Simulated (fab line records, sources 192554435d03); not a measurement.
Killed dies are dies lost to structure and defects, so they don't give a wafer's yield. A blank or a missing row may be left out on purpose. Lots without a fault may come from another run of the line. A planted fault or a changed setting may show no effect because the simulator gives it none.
Which tool did it? | flow n5_finfet | 9 lots, 27 wafers sampled, at 5 steps of a route of 1938

WHAT THE GAUGES READ, wafer by wafer
N5_BEOL_M4_RC_MEAS_101. Usual: DIBL_N 36.5 mV/V, standard deviation 1.4; DIBL_P 36.9 mV/V, standard deviation 1.7; IOFF_N 0.163 nA/um, standard deviation 0.023; IOFF_P 0.22 nA/um, standard deviation 0.032; ION_N 673 uA/um, standard deviation 9; ION_P 462 uA/um, standard deviation 7.5; SS_N 71.6 mV/dec, standard deviation 0.54; SS_P 73.4 mV/dec, standard deviation 0.62; VT_N 249.8 mV, standard deviation 2.8; VT_P -250 mV, standard deviation 3.5.
lot  | measured     | on        | DIBL_N (mV/V)  | DIBL_P (mV/V)  | IOFF_N (nA/um)    | IOFF_P (nA/um) | ION_N (uA/um) | ION_P (uA/um) | SS_N (mV/dec)  | SS_P (mV/dec)  | VT_N (mV)         | VT_P (mV)      | flag
L693 | day 8 18:02  | prober-01 | 36.1 37.7 35.5 | 37.5 39.1 36.7 | 0.159 0.190 0.152 | 0.23 0.27 0.22 | 674 678 677   | 469 469 471   | 71.1 71.6 71.4 | 73.0 73.6 73.6 | 248.9 249.7 253.0 | -247 -248 -252 |
L694 | day 8 20:10  | prober-01 | 37.6 37.0 36.0 | 36.9 35.2 35.0 | 0.182 0.159 0.147 | 0.29 0.25 0.25 | 679 663 675   | 470 466 472   | 71.9 72.1 71.5 | 72.8 73.0 72.7 | 247.3 249.2 251.0 | -242 -245 -243 |
L696 | day 9 05:38  | prober-01 | 35.7 37.9 37.6 | 35.3 38.6 37.6 | 0.135 0.182 0.172 | 0.19 0.24 0.22 | 663 680 689   | 459 464 470   | 71.3 71.5 71.0 | 73.8 74.6 74.1 | 253.6 247.2 249.3 | -253 -248 -251 |
L698 | day 9 21:07  | prober-01 | 36.0 35.8 36.5 | 37.5 37.3 37.8 | 0.176 0.174 0.187 | 0.25 0.25 0.27 | 676 672 679   | 468 469 469   | 71.8 71.7 73.1 | 74.1 74.3 73.4 | 248.6 246.6 249.4 | -244 -248 -246 |
L704 | day 11 18:47 | prober-02 | 36.8 38.4 37.9 | 37.7 39.3 38.4 | 0.165 0.190 0.181 | 0.23 0.27 0.25 | 676 678 676   | 463 470 468   | 71.1 71.7 71.4 | 74.2 73.5 73.5 | 250.1 249.8 249.2 | -249 -246 -249 |
L705 | day 11 10:32 | prober-01 | 37.3 38.3 36.1 | 38.5 39.0 36.6 | 0.196 0.204 0.161 | 0.24 0.25 0.22 | 682 694 687   | 462 464 469   | 71.8 71.9 70.9 | 74.2 74.2 74.0 | 245.1 244.8 248.7 | -249 -248 -249 |
L708 | day 12 16:38 | prober-01 | 37.0 38.6 38.9 | 38.6 40.0 39.9 | 0.158 0.175 0.186 | 0.21 0.22 0.23 | 673 676 676   | 466 457 459   | 71.4 72.2 72.4 | 73.5 73.9 74.1 | 249.6 251.9 250.7 | -250 -253 -251 |
L711 | day 13 19:39 | prober-01 | 32.4 33.6 33.5 | 32.4 34.1 33.6 | 0.116 0.125 0.126 | 0.17 0.18 0.17 | 662 672 670   | 457 472 458   | 70.1 70.4 70.2 | 72.2 72.7 72.0 | 252.3 252.2 247.5 | -253 -251 -254 |
L713 | day 13 15:49 | prober-02 | 37.3 38.3 37.7 | 36.0 37.0 35.6 | 0.184 0.213 0.183 | 0.25 0.29 0.25 | 675 673 673   | 464 460 462   | 71.8 71.7 72.7 | 73.7 74.9 74.1 | 246.7 245.4 249.9 | -246 -246 -247 |

WHICH TOOL RAN EACH LOT (tool, then ch and the chambers of the sampled wafers, then the start)
lot  | N5_HKMG_FIN_STRIP_19                | N5_HKMG_FIN_STRIP_90              | N5_HKMG_FIN_CMP_23           | N5_GATE_CUT_ETCH_58
L693 | plasma_asher-02 ch 0,1, day 4 23:10 | rie_diel-03 ch 1,2, day 5 01:07   | cmp-03 ch 0,1, day 5 02:25   | rie_diel-02 ch 0,2, day 5 03:22
L694 | plasma_asher-01 ch 0,1, day 5 01:00 | rie_diel-04 ch 1,2,3, day 5 02:52 | cmp-03 ch 1,2,3, day 5 04:10 | rie_diel-01 ch 1,2,3, day 5 05:08
L696 | plasma_asher-02 ch 0,1, day 5 13:05 | rie_diel-03 ch 0,1,3, day 5 14:56 | cmp-03 ch 0,1,2, day 5 16:09 | rie_diel-01 ch 0,1,3, day 5 17:18
L698 | plasma_asher-02 ch 0,1, day 6 08:47 | rie_diel-04 ch 0,1,2, day 6 10:40 | cmp-03 ch 0,2,3, day 6 12:10 | rie_diel-06 ch 0,1, day 6 12:58
L704 | plasma_asher-02 ch 0,1, day 7 15:35 | rie_diel-03 ch 2,3, day 7 17:28   | cmp-02 ch 0,1,3, day 7 18:50 | rie_diel-01 ch 1,2, day 7 20:45
L705 | plasma_asher-02 ch 0,1, day 7 22:09 | rie_diel-05 ch 0,1,3, day 8 00:04 | cmp-02 ch 0,1,3, day 8 01:19 | rie_diel-02 ch 1,2,3, day 8 02:20
L708 | plasma_asher-02 ch 0,1, day 8 14:07 | rie_diel-03 ch 1,3, day 8 16:11   | cmp-03 ch 1,2,3, day 8 17:48 | rie_diel-06 ch 0,1,3, day 8 18:41
L711 | plasma_asher-02 ch 0,1, day 9 09:02 | rie_diel-04 ch 1,2, day 9 10:53   | cmp-04 ch 1,2,3, day 9 12:11 | rie_diel-06 ch 1,2,3, day 9 13:08
L713 | plasma_asher-01 ch 0,1, day 9 20:28 | rie_diel-05 ch 0,1,2, day 9 22:19 | cmp-04 ch 2,3, day 9 23:38   | rie_diel-06 ch 0,2,3, day 10 00:54
- N5_HKMG_FIN_STRIP_19: strips in N2/H2, time 360 s.
- N5_HKMG_FIN_STRIP_90: strips SOC in N2/H2, time 20 s.
- N5_HKMG_FIN_CMP_23: polishes, stops on SiNx, t overpolish 10 s, target thk 46.326 nm.
- N5_GATE_CUT_ETCH_58: etches SiNx in CH3F/O2, target depth 17 nm, time 128.6 s.

WHAT THE TOOLS THEMSELVES READ (means of the sampled wafers that have a number; where no wafer has one, the mark that the record gives instead)
N5_HKMG_FIN_STRIP_19. Usual: drypump_motor_current_A 5.57 A, standard deviation 0.18; heater_power_w 486 W, standard deviation 39.
lot  | tool            | drypump_motor_current_A (A) | heater_power_w (W) | flag
L693 | plasma_asher-02 | 5.63                        | 477                |
L694 | plasma_asher-01 | 5.64                        | 511                |
L696 | plasma_asher-02 | 5.61                        | 477                |
L698 | plasma_asher-02 | 5.60                        | 475                |
L704 | plasma_asher-02 | 5.63                        | 471                |
L705 | plasma_asher-02 | 5.50                        | 476                |
L708 | plasma_asher-02 | 5.62                        | 471                |
L711 | plasma_asher-02 | 5.61                        | 477                |
L713 | plasma_asher-01 | 5.64                        | 514                |

N5_HKMG_FIN_STRIP_90. Usual: drypump_motor_current_A 6.0 A, standard deviation 0.41; oes_product_au 0.77 a.u., standard deviation 0.094; rf_vpp_V 54.2 V, standard deviation 0.89; showerhead_plenum_p_Torr 3.35 Torr, standard deviation 0.085; throttle_valve_pct 19.12 %, standard deviation 0.28.
lot  | tool        | drypump_motor_current_A (A) | oes_product_au (a.u.) | rf_vpp_V (V) | showerhead_plenum_p_Torr (Torr) | throttle_valve_pct (%) | flag
L693 | rie_diel-03 | 6.2                         | 0.68                  | 55.3         | 3.37                            | 19.42                  |
L694 | rie_diel-04 | 5.9                         | 0.70                  | 54.2         | 3.28                            | 19.05                  |
L696 | rie_diel-03 | 6.2                         | 0.79                  | 54.4         | 3.38                            | 19.17                  |
L698 | rie_diel-04 | 5.6                         | 0.69                  | 54.3         | 3.37                            | 18.99                  |
L704 | rie_diel-03 | 5.8                         | 0.72                  | 54.4         | 3.44                            | 19.35                  |
L705 | rie_diel-05 | 6.2                         | 0.74                  | 54.1         | 3.34                            | 19.36                  |
L708 | rie_diel-03 | 6.4                         | 0.84                  | 54.0         | 3.36                            | 18.90                  |
L711 | rie_diel-04 | 5.6                         | 0.87                  | 54.6         | 3.30                            | 18.69                  |
L713 | rie_diel-05 | 6.2                         | 0.84                  | 53.9         | 3.27                            | 19.00                  |

N5_HKMG_FIN_CMP_23. Usual: motor_current_A 12.6 A, standard deviation 1.4; overpolish_run_s 9.999 s, standard deviation 0.0099; platen_rpm 50.287 rpm, standard deviation 0.029; time_to_endpoint_s 11.6 s, standard deviation 2.3.
lot  | tool   | motor_current_A (A) | overpolish_run_s (s) | platen_rpm (rpm) | time_to_endpoint_s (s) | flag
L693 | cmp-03 | 13.3                | 10.007               | 50.309           | 11.0                   |
L694 | cmp-03 | 12.5                | 9.990                | 50.263           | 11.6                   |
L696 | cmp-03 | 12.8                | 9.990                | 48.296           | 11.8                   | OFF
L698 | cmp-03 | 12.8                | 9.995                | 48.253           | 11.7                   | OFF
L704 | cmp-02 | 12.1                | 9.998                | 50.274           | 13.2                   |
L705 | cmp-02 | 12.2                | 9.991                | 50.289           | 10.2                   |
L708 | cmp-03 | 12.1                | 9.999                | 50.295           | 11.1                   |
L711 | cmp-04 | 12.4                | 9.990                | 50.280           | 8.3                    |
L713 | cmp-04 | 13.8                | 9.996                | 50.288           | 13.4                   |

N5_GATE_CUT_ETCH_58. Usual: drypump_motor_current_A 5.5 A, standard deviation 0.52; oes_product_au 0.75 a.u., standard deviation 0.052; rf_vpp_V 99.0 V, standard deviation 0.97; showerhead_plenum_p_Torr 1.97 Torr, standard deviation 0.073; throttle_valve_pct 16.30 %, standard deviation 0.19.
lot  | tool        | drypump_motor_current_A (A) | oes_product_au (a.u.) | rf_vpp_V (V) | showerhead_plenum_p_Torr (Torr) | throttle_valve_pct (%) | flag
L693 | rie_diel-02 | 5.2                         | 0.86                  | 99.3         | 2.06                            | 16.01                  |
L694 | rie_diel-01 | 5.6                         | 0.73                  | 98.9         | 2.03                            | 16.35                  |
L696 | rie_diel-01 | 5.3                         | 0.75                  | 98.8         | 1.98                            | 16.35                  |
L698 | rie_diel-06 | 5.1                         | 0.77                  | 98.8         | 1.95                            | 16.40                  |
L704 | rie_diel-01 | 5.7                         | 0.72                  | 99.2         | 2.02                            | 16.30                  |
L705 | rie_diel-02 | 5.7                         | 0.77                  | 98.2         | 1.95                            | 16.21                  |
L708 | rie_diel-06 | 5.4                         | 0.72                  | 99.5         | 1.94                            | 16.42                  |
L711 | rie_diel-06 | 5.2                         | 0.72                  | 98.8         | 1.91                            | 16.34                  |
L713 | rie_diel-06 | 5.4                         | 0.70                  | 98.7         | 1.94                            | 16.44                  |

THE ANSWER, worked out from the rows above alone
Rule: a lot is off if the mean of its wafers that have a number lies more than 3 standard deviations from the usual mean. A lot without any number at a reading at which 4 lots or more have one is off too. The other lots that the step has rows for count as sound. The gauges are gone through in route order, then the tools' own readings, and for those a lot's mean is taken as printed above. The first step at which some lot is off is used, and at that step the reading that is off furthest; a lot without a number counts as furthest.
Off: L696, L698, at N5_HKMG_FIN_CMP_23 (platen_rpm).
A tool fits if, at that step or a process step before it, it ran every lot that is off, and no sound lot after the first of them. None of those tried fits.

WHAT THE SIMULATOR HAD PUT IN
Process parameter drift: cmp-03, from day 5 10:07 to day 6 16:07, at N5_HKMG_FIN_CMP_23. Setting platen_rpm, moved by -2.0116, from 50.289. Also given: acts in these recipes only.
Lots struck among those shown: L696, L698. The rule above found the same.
